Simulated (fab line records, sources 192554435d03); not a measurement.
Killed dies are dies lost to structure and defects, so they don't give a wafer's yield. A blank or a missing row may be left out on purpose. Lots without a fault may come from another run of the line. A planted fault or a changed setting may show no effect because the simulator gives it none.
fab line records | flow n5_finfet
record lots=6 wafers=18 last_day=17
route steps=1938 shown BEOL_M0_SAQP@676
lots that met no fault: from a run of the same line without faults
start_h: hours from the record's first day to the start of the lot's first wafer shown | wait_h: hours since the lot's step before | " the same as in the row above | L1.1+2: a row that stands for several wafers | - no value, or no start given | * or withheld: withheld | < > ~ a bound
route shown NAME@n: a module of which the file shows steps, and the number in the route of the first | usual: mean/standard deviation of fault-free wafers | same: alike in all rows | chamber/n: place in a boat | sites: the reading at each site | _std_site: their standard deviation | _edge_site: outer sites' mean less inner sites' | radius_mm: how far each site lies from the wafer's centre | mask NAME#n: copy n | behind: the tool/chamber that last shaped the wafer | hold: why the lot was held/for how many hours/how that ended | device: the transistor (n, p or np) that didn't switch | end of line: the same wafers' tests at the end of the route | a step without rows: its recipe alone | killed: dies lost to structure and defects at the first sort, not the wafer's yield | map: a wafer's dies, x killed, . not, _ none there
set.NAME: the setting as run; set.NAME@STEP: as run at that earlier step | model.NAME: the simulator's own value behind a step, which no gauge read
lots at some steps of the route; a table a step, a row a wafer
services: from which hour (start_h, from the record's first day; less than 0 if before it) a tool's chamber was out of use, for how many hours, and why
## steps
# step N5_BEOL_M0_SAQP_SPACER2_ALD_26
# recipe material=SiO2 target_thk_a=150 temp_c=300 ald_precursor_family=BDEAS ald_co_reactant=O2-plasma pulse_time_s=1 purge_time_s=2 co_reactant_purge_time_s=2 pressure_torr=2
# usual heater_power_outer_w=258/24 heater_power_w=465/48 precursor_pulse_height_rel=1.001/0.019 susceptor_temp_C=299.98/0.2
# same co_reactant_purge_time_s=2 purge_time_s=2
# columns lot.wafer tool chamber start_h wait_h heater_power_outer_w heater_power_w precursor_pulse_height_rel susceptor_temp_C
L231.2 ald_sin-02 0 161.25 0.1 244 417 1.018 300.12
L231.4 " 1 " " 271 458 0.990 300.19
L231.5 " 0 " " 243 409 0.978 299.81
L239.4 ald_sin-02 1 205.99 0.1 257 461 0.985 299.82
L239.5 " 1 " " 265 462 1.021 299.94
L239.6 " 0 " " 235 441 1.016 299.84
L240.2 ald_sin-03 1 213.49 0.1 275 474 0.999 299.72
L240.4 " 2 " " 246 486 1.003 300.01
L240.5 " 1 " " 290 481 1.023 299.87
L241.2 ald_sin-03 2 222.89 0.1 243 501 1.019 299.99
L241.3 " 3 " " 250 416 1.015 299.90
L241.6 " 0 " " 275 468 0.973 300.18
L242.1 ald_sin-02 1 226.45 0.1 263 455 1.024 299.60
L242.2 " 2 " " 208 395 0.994 300.01
L242.5 " 3 " " 272 534 0.979 300.11
L243.1 ald_sin-01 2 239.50 2.2 220 387 0.983 300.47
L243.4 " 3 " " 272 498 1.005 299.84
L243.5 " 1 " " 249 437 1.012 299.88
# step N5_BEOL_M0_SAQP_SPACER2_ETCHBACK_27
# recipe chemistry=CHF3/O2 mode=anisotropic_etchback target=SiO2 target_depth_a=225 time_s=11.25 pressure_mtorr=30 source_w=650 bias_w=170 Ar_flow_sccm=200 CHF3_flow_sccm=50 O2_flow_sccm=5 ion_energy_ev=200
# usual drypump_motor_current_A=5.8/0.44 oes_product_au=0.79/0.084 rf_vpp_V=521/9.4 showerhead_plenum_p_Torr=2.38/0.088 throttle_valve_pct=18.93/0.18
# columns lot.wafer tool chamber start_h wait_h drypump_motor_current_A oes_product_au rf_hours_counter_h rf_vpp_V showerhead_plenum_p_Torr throttle_valve_pct
L231.2 rie_diel-04 1 161.80 0.3 6.2 0.81 91 515 2.43 18.79
L231.4 " 2 " " 5.5 0.65 - 516 2.47 19.09
L231.5 " 0 " " 6.4 0.78 - 531 2.25 19.02
L239.4 rie_diel-02 3 206.63 0.4 5.4 0.73 - 540 2.40 18.92
L239.5 " 2 " " 5.8 0.69 - 530 2.38 18.85
L239.6 " 0 " " 5.0 0.78 - 511 2.23 19.00
L240.2 rie_diel-04 2 214.09 0.3 5.5 0.94 9 514 2.46 18.74
L240.4 " 1 " " 6.2 0.79 111 515 2.42 18.82
L240.5 " 0 " " 6.4 0.76 - 528 2.24 19.05
L241.2 rie_diel-04 0 223.44 0.3 6.4 0.76 128 530 2.24 19.04
L241.3 " 1 " " 6.2 0.79 113 515 2.42 18.82
L241.6 " 1 " " 6.2 0.79 - 515 2.42 18.81
L242.1 rie_diel-03 0 227.00 0.3 5.4 0.71 200 523 2.40 19.33
L242.2 " 3 " " 6.3 0.79 117 512 2.53 19.04
L242.5 " 0 " " 5.4 0.70 - 523 2.40 19.32
L243.1 rie_diel-02 0 240.05 0.3 5.0 0.77 166 511 2.22 19.04
L243.4 " 3 " " 5.4 0.72 179 540 2.39 18.94
L243.5 " 0 " " 5.0 0.76 - 512 2.22 19.06
# step N5_BEOL_M0_SAQP_MANDREL2_REMOVE_110
# recipe chemistry=HBr/Cl2/O2 bt_time_s=10 target=a-Si stop_on=SiCN endpoint=OES-SiCl over_etch_frac=1 icp_w=600 bias_w=30 HBr_flow_sccm=150 Cl2_flow_sccm=80 O2_flow_sccm=5 pressure_mtorr=10
# usual drypump_motor_current_A=5.9/0.42 mfc_cl2_sccm=80.00/0.25 oes_product_au=0.999/0.02 throttle_valve_pct=36.6/0.33
# columns lot.wafer tool chamber start_h wait_h drypump_motor_current_A mfc_cl2_sccm oes_product_au rf_hours_counter_h throttle_valve_pct
L231.2 rie_si-02 1 161.88 0.1 6.1 80.14 0.997 22 36.0
L231.4 " 0 " " 6.0 79.82 1.031 19 36.5
L231.5 " 1 " " 6.1 79.84 1.001 - 36.0
L239.4 rie_si-01 1 206.68 0.0 5.3 79.75 1.015 59 36.6
L239.5 " 3 " " 6.5 80.16 0.978 - 37.3
L239.6 " 0 " " 5.4 79.89 1.014 - 36.9
L240.2 rie_si-04 3 214.17 0.1 6.0 80.49 1.002 8 36.2
L240.4 " 1 " " 6.5 79.22 0.989 50 36.7
L240.5 " 3 " " 6.0 80.32 0.985 - 36.2
L241.2 rie_si-04 3 223.54 0.1 5.9 80.22 1.003 8 36.2
L241.3 " 0 " " 5.8 79.79 0.977 155 36.8
L241.6 " 3 " " 5.9 80.05 1.000 - 36.2
L242.1 rie_si-01 0 227.09 0.1 5.4 80.06 1.019 41 36.9
L242.2 " 3 " " 6.5 80.03 0.981 76 37.3
L242.5 " 0 " " 5.4 79.56 1.011 - 36.9
L243.1 rie_si-01 3 240.14 0.1 6.5 80.19 0.977 76 37.3
L243.4 " 0 " " 5.4 79.85 1.021 41 36.9
L243.5 " 0 " " 5.4 80.30 1.010 - 36.8
# step N5_BEOL_M0_SAQP_CD_MEAS_29
# recipe target_cd_nm=14.4 landing_energy_ev=1000 detector=se_inlens
# usual cd_nm=15.01/0.2
# columns lot.wafer tool chamber start_h wait_h cd_nm
L231.2 cd_sem-03 0 162.00 0.1 14.82
L231.4 " 0 " " 14.99
L231.5 " 0 " " 14.91
L239.4 cd_sem-02 0 206.80 0.1 14.62
L239.5 " 0 " " 14.97
L239.6 " 0 " " 15.04
L240.2 cd_sem-01 0 214.28 0.1 14.99
L240.4 " 0 " " 15.27
L240.5 " 0 " " 15.06
L241.2 cd_sem-01 0 223.65 0.1 15.17
L241.3 " 0 " " 14.85
L241.6 " 0 " " 14.88
L242.1 cd_sem-02 0 227.20 0.1 14.73
L242.2 " 0 " " 14.96
L242.5 " 0 " " 14.59
L243.1 cd_sem-03 0 240.25 0.1 14.74
L243.4 " 0 " " 15.00
L243.5 " 0 " " 14.70
# step N5_BEOL_M0_SAQP_COAT_69
# recipe resist=SOC temp_c=250 time_s=60 spin_rpm=1500 resist_thk_nm=90
# step N5_BEOL_M0_SAQP_COAT_72
# recipe resist=SiARC temp_c=220 time_s=60 spin_rpm=1500 resist_thk_nm=15
# step N5_BEOL_M0_SAQP_COAT_87
# recipe resist=underlayer temp_c=205 time_s=60 spin_rpm=1500 resist_thk_nm=5
# step N5_BEOL_M0_SAQP_COAT_34
# recipe resist=CAR-EUV spin_rpm=1500 resist_thk_nm=30
# step N5_BEOL_M0_SAQP_EBR_36
# recipe solvent=PGMEA ebr_width_mm=1.5
# step N5_BEOL_M0_SAQP_SOFTBAKE_35
# recipe temp_c=110 time_s=60 resist=CAR-EUV
# step N5_BEOL_M0_SAQP_EXPOSE_37
# recipe mask_id=M0_CUT1 na=0.33 source_shape=annular sigma_inner=0.35 sigma_outer=0.8 polarization=unpolarized target_cd_nm=30 dose_mj=44.75
# step N5_BEOL_M0_SAQP_PEB_38
# recipe peb_temp_c=100 peb_time_s=60 resist=CAR-EUV
# step N5_BEOL_M0_SAQP_DEVELOP_39
# recipe develop_time_s=30 developer=TMAH resist=CAR-EUV rinse_liquid=surfactant_rinse dry=air_spin dev_temp_c=23
# usual chill_plate_temp_C=23.02/0.099 develop_time_s=30/0
# columns lot.wafer tool chamber start_h wait_h chill_plate_temp_C develop_time_s model.CAR-EUV_of_BEOL_M0_SAQP_COAT_34.thk_nm
L231.2 litho_track-02 0 162.37 - 22.98 30 29.6
L231.4 " 0 " " 22.96 30 29.6
L231.5 " 0 " " 22.94 30 29.6
L239.4 litho_track-02 - 207.17 - - - 30
L239.5 " - " " - - 30
L239.6 " - " " - - 30
L240.2 litho_track-05 - 214.66 - - - 30
L240.4 " - " " - - 30
L240.5 " - " " - - 30
L241.2 litho_track-05 0 224.02 - 22.82 30 29.4
L241.3 " 0 " " 22.96 30 29.4
L241.6 " 0 " " 22.93 30 29.4
L242.1 litho_track-02 0 227.57 - 23.13 30 29.4
L242.2 " 0 " " 22.99 30 29.6
L242.5 " 0 " " 22.93 30 29.4
L243.1 litho_track-05 0 240.49 - 23.00 30 29.6
L243.4 " 0 " " 23.13 30 29.6
L243.5 " 0 " " 22.91 30 29.6
# step N5_BEOL_M0_SAQP_CD_MEAS_40
# recipe target_cd_nm=30 landing_energy_ev=500 detector=se_inlens
# usual cd_nm=30.02/0.25
# columns lot.wafer tool chamber start_h wait_h cd_nm
L231.2 cd_sem-02 0 162.43 - 30.34
L231.4 " 0 " " 30.46
L231.5 " 0 " " 29.98
L239.4 cd_sem-01 0 207.23 - -
L239.5 " 0 " " -
L239.6 " 0 " " -
L240.2 cd_sem-03 0 214.72 - -
L240.4 " 0 " " -
L240.5 " 0 " " -
L241.2 cd_sem-02 0 224.08 - 29.63
L241.3 " 0 " " 29.86
L241.6 " 0 " " 29.87
L242.1 cd_sem-02 0 227.63 - 30.07
L242.2 " 0 " " 29.89
L242.5 " 0 " " 29.66
L243.1 cd_sem-03 0 240.55 - 29.67
L243.4 " 0 " " 29.95
L243.5 " 0 " " 29.84
## services
# columns tool chamber start_h hours kind
rie_diel-03 1 144.94 3.3 repair
rie_diel-03 1 148.25 - clean
rie_diel-03 1 148.25 - consumable_replace:esc
rie_diel-03 1 148.25 - consumable_replace:focus_ring
rie_diel-03 1 148.25 23.6 scheduled_down
rie_diel-03 1 148.25 23.6 vent_cycle
ald_sin-03 1 155.05 4.3 repair
rie_diel-04 2 165.08 - clean
rie_diel-04 2 165.08 - consumable_replace:focus_ring
rie_diel-04 2 165.08 20.6 scheduled_down
rie_diel-04 2 165.08 20.6 vent_cycle
ald_sin-01 - 178.60 14.0 pm
ald_sin-01 0 178.60 14.0 vent_cycle
ald_sin-01 1 178.60 14.0 vent_cycle
rie_si-04 - 181.82 0.2 repair
litho_track-05 - 190.79 - consumable_replace:filter
rie_diel-02 - 197.02 0.7 repair
rie_diel-02 1 204.40 10.7 repair
rie_si-02 2 205.25 4.3 repair
ald_sin-03 3 212.51 5.3 repair
ald_sin-03 1 221.01 18.6 repair
rie_si-04 1 221.61 23.3 repair
rie_si-01 2 222.73 8.1 repair
rie_diel-03 0 239.43 7.2 repair
## key
first_sign step=N5_BEOL_M0_SAQP_DEVELOP_39 reading=tool_record direction=missing
effect none on later readings
model_effect step=N5_BEOL_M0_SAQP_DEVELOP_39 value=CAR-EUV_of_BEOL_M0_SAQP_COAT_34.thk_nm without=29.53 struck=30
met_at N5_BEOL_M0_SAQP_DEVELOP_39
struck_wafers L239.4,L239.5,L239.6,L240.2,L240.4,L240.5
later_rows_left_out L239.4,L239.5,L239.6,L240.2,L240.4,L240.5
sort_left_out L239.4,L239.5,L239.6,L240.2,L240.4,L240.5
onset_between 162.37 207.17
fault kind=skipped_step_whole tool=litho_track-02,litho_track-05 chamber=- onset_h=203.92 steps=N5_BEOL_M0_SAQP_DEVELOP_39 scope=struck_lots_only
# sort_left_out: the simulated sort isn't trusted on such a fault, so these wafers' sort isn't shown, and their yield isn't known
# later_rows_left_out: the simulator's readings of these wafers behind a module that went badly wrong aren't trusted and aren't shown, but for the sort
